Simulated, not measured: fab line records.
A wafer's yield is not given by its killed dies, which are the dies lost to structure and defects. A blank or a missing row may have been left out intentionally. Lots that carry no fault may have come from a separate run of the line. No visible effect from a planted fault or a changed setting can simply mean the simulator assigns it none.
Matching of chambers || flow n5 finfet || N5_HKMG_FIN_ALD_21 on ald metal-02 has 4 sister chambers
The step deposits TiN, target thk 1.5 nm, pulse time 1 s, purge time 3 s. 4 wafers are shown with their chamber, then 9 later ones without.

WAFERS WITH THEIR CHAMBER
{"wafer": "L089.4", "chamber": 2, "heater power outer w (W)": 533}
{"wafer": "L092.2", "chamber": 3, "heater power outer w (W)": 655}
{"wafer": "L092.5", "chamber": 1, "heater power outer w (W)": 530}
{"wafer": "L092.6", "chamber": 0, "heater power outer w (W)": 545}

WAFERS MISSING THEIR CHAMBER
{"wafer": "L093.1", "heater power outer w (W)": 548}
{"wafer": "L093.3", "heater power outer w (W)": 648}
{"wafer": "L093.6", "heater power outer w (W)": 640}
{"wafer": "L094.1", "heater power outer w (W)": 535}
{"wafer": "L094.2", "heater power outer w (W)": 533}
{"wafer": "L094.3", "heater power outer w (W)": 516}
{"wafer": "L096.4", "heater power outer w (W)": 534}
{"wafer": "L096.5", "heater power outer w (W)": 667}
{"wafer": "L096.6", "heater power outer w (W)": 527}

WHICH CHAMBER EACH WENT THROUGH
{"wafer": "L093.1", "from the rows above": "can't be placed: 0 or 2 or 1", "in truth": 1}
{"wafer": "L093.3", "from the rows above": 3, "in truth": 3}
{"wafer": "L093.6", "from the rows above": 3, "in truth": 3}
{"wafer": "L094.1", "from the rows above": "can't be placed: 2 or 1 or 0", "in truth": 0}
{"wafer": "L094.2", "from the rows above": "can't be placed: 2 or 1 or 0", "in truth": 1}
{"wafer": "L094.3", "from the rows above": "can't be placed: 1 or 2 or 0", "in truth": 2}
{"wafer": "L096.4", "from the rows above": "can't be placed: 2 or 1 or 0", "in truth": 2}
{"wafer": "L096.5", "from the rows above": 3, "in truth": 3}
{"wafer": "L096.6", "from the rows above": "can't be placed: 1 or 2 or 0", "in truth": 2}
Correct placement for 3 of the 9. Cannot be placed on the basis of these rows: 6; the candidates contain the true chamber in 6. Wrongly placed: 0.
How it was worked out, from the rows above alone: a wafer's distance from a chamber is the root of the sum, over the readings, of the square of ((its reading less the chamber's mean) divided by the reading's scatter). If the next closest chamber is less than 2 further off than the closest, the wafer can't be placed; otherwise it belongs to the closest. A chamber's mean is the mean of its shown wafers. The scatter: with one shown wafer a chamber, the root of the mean of the squares of how far each hidden wafer lies from its nearest shown one.
